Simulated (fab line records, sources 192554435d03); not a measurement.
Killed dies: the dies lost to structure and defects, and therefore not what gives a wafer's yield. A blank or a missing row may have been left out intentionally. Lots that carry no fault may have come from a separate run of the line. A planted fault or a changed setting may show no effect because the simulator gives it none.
Matching of chambers	flow n5Finfet	cmp-02 running N5_MOL_CONTACT_COAG_CMP_28: 4 sister chambers
The step polishes, stops on SiNx, t overpolish 0.85 s, target thk 14.522 nm. 8 wafers are shown with their chamber, then 11 later ones without.

EACH WAFER AND ITS CHAMBER
wafer	chamber	motorCurrentA (A)	timeToEndpointS (s)
L079.4	3	12.1	5.4
L079.6	3	12.5	3.7
L081.5	2	12.3	3.4
L081.6	1	15.9	7.9
L082.2	1	14.9	9.6
L082.4	0	13.4	4.5
L082.5	0	12.6	6.2
L083.1	2	13.3	3.3

WAFERS MISSING THEIR CHAMBER
wafer	motorCurrentA (A)	timeToEndpointS (s)
L083.4	13.1	3.8
L083.6	14.8	9.5
L085.1	12.5	7.1
L085.2	14.3	11.6
L085.3	12.7	9.4
L089.1	13.0	7.5
L089.5	14.7	10.2
L089.6	12.3	2.4
L097.2	11.9	0.3
L097.3	15.2	5.3
L097.5	12.1	1.2

CHAMBER TAKEN BY EACH
wafer	from the rows above	in truth
L083.4	can't be placed: 2 or 0 or 3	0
L083.6	1	1
L085.1	can't be placed: 0 or 3 or 2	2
L085.2	1	1
L085.3	can't be placed: 0 or 1 or 3 or 2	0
L089.1	can't be placed: 0 or 3 or 2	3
L089.5	1	1
L089.6	can't be placed: 2 or 3 or 0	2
L097.2	can't be placed: 2 or 3 or 0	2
L097.3	can't be placed: 1 or 0 or 2 or 3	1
L097.5	can't be placed: 2 or 3 or 0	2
Correct placement for 3 of the 11. Cannot be placed on the basis of these rows: 8; the candidates contain the true chamber in 8. Placed wrongly: 0.
How it was worked out, from the rows above alone: a wafer's distance from a chamber is the root of the sum, over the readings, of the square of ((its reading less the chamber's mean) divided by the reading's scatter). If the next closest chamber is less than 2 further off than the closest, the wafer can't be placed; otherwise it belongs to the closest. The mean given for a chamber averages the wafers shown for that chamber. The scatter is the square root of a quotient: the sum, over the shown wafers, of each reading's squared deviation from its chamber's mean, divided by wafers minus chambers.
